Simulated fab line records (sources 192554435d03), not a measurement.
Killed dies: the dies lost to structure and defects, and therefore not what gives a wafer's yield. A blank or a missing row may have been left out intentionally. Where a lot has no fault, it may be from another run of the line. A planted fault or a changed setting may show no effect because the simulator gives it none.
2 desks looking at one fault    flow n5Finfet    each desk has only its own numbers; what lay behind them comes last

== FOR THE TOOL OWNER'S DESK: lithoTrack-03 ==
The tool's own readings at N5_PMOS_HMC_CHANNEL_EPI_COAT_31 (time 60 s, resist thk 66 nm): means of the sampled wafers that have a number, for each lot that ran on this tool. The brackets show how far a lot's mean lies from the usual mean; more than 4 standard deviations puts the lot out of limits, marked OUT.
Columns: A = resistLineTempC at N5_PMOS_HMC_CHANNEL_EPI_COAT_31, usual 22.99 C; B = spinSpeedRpm at N5_PMOS_HMC_CHANNEL_EPI_COAT_31, usual 1499.9 rpm
lot   first seen here  A      B
L849  day 4 00:25      23.08  1499.8
L853  day 5 01:24      23.03  1499.5
L858  day 6 06:05      22.98  1446.5 (-59) OUT
L859  day 6 10:53      23.21  1447.6 (-57) OUT
This desk finds L858, L859 out of limits, L858 being first, at day 6 06:05 (spinSpeedRpm at N5_PMOS_HMC_CHANNEL_EPI_COAT_31). L849, L853 stayed within limits.

== AT THE METROLOGY DESK ==
What the gauges read, lot by lot, whatever tool the lot ran on: means of the sampled wafers that have a number. The brackets show how far a lot's mean lies from the usual mean; more than 4 standard deviations puts the lot out of limits, marked OUT.
Columns: A = cdNm at N5_WELL_APT_CD_MEAS_08, usual 198.8 nm; B = NWELL_OVL at N5_WELL_APT_OVL_MEAS_09, usual 1 nm
lot   first seen here  A      B
L840  day 1 13:49      201.5  -5
L845  day 2 19:35      200.7  3
L846  day 3 01:41      199.3  -1
L847  day 3 07:44      198.5  5
L849  day 3 20:59      200.2  4
L851  day 4 07:49      198.5  1
L853  day 4 19:34      196.4  1
L858  day 6 01:49      197.7  8
L859  day 6 07:49      200.4  3
L860  day 6 13:49      200.0  11
L861  day 6 19:43      199.2  -8
L862  day 7 02:07      197.2  3
L863  day 7 07:49      198.0  7
Finding of this desk: none of the 13 lots has anything out of limits.

== PUT TOGETHER ==
An alarm could have come from the tool owner's desk at day 6 06:05, on L858, L859.
From the metrology desk's view, nothing was out of limits.
The metrology desk has L858, L859 on record, within its limits.
Every lot named ran N5_PMOS_HMC_CHANNEL_EPI_COAT_31 on lithoTrack-03.

== WHAT THE SIMULATOR PUT IN ==
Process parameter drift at N5_PMOS_HMC_CHANNEL_EPI_COAT_31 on lithoTrack-03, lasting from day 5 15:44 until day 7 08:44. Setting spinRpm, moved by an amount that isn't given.
Lots struck among those shown: L858, L859.
Each desk's first reading out of limits, in hours after the fault started: the tool owner's desk, 14.
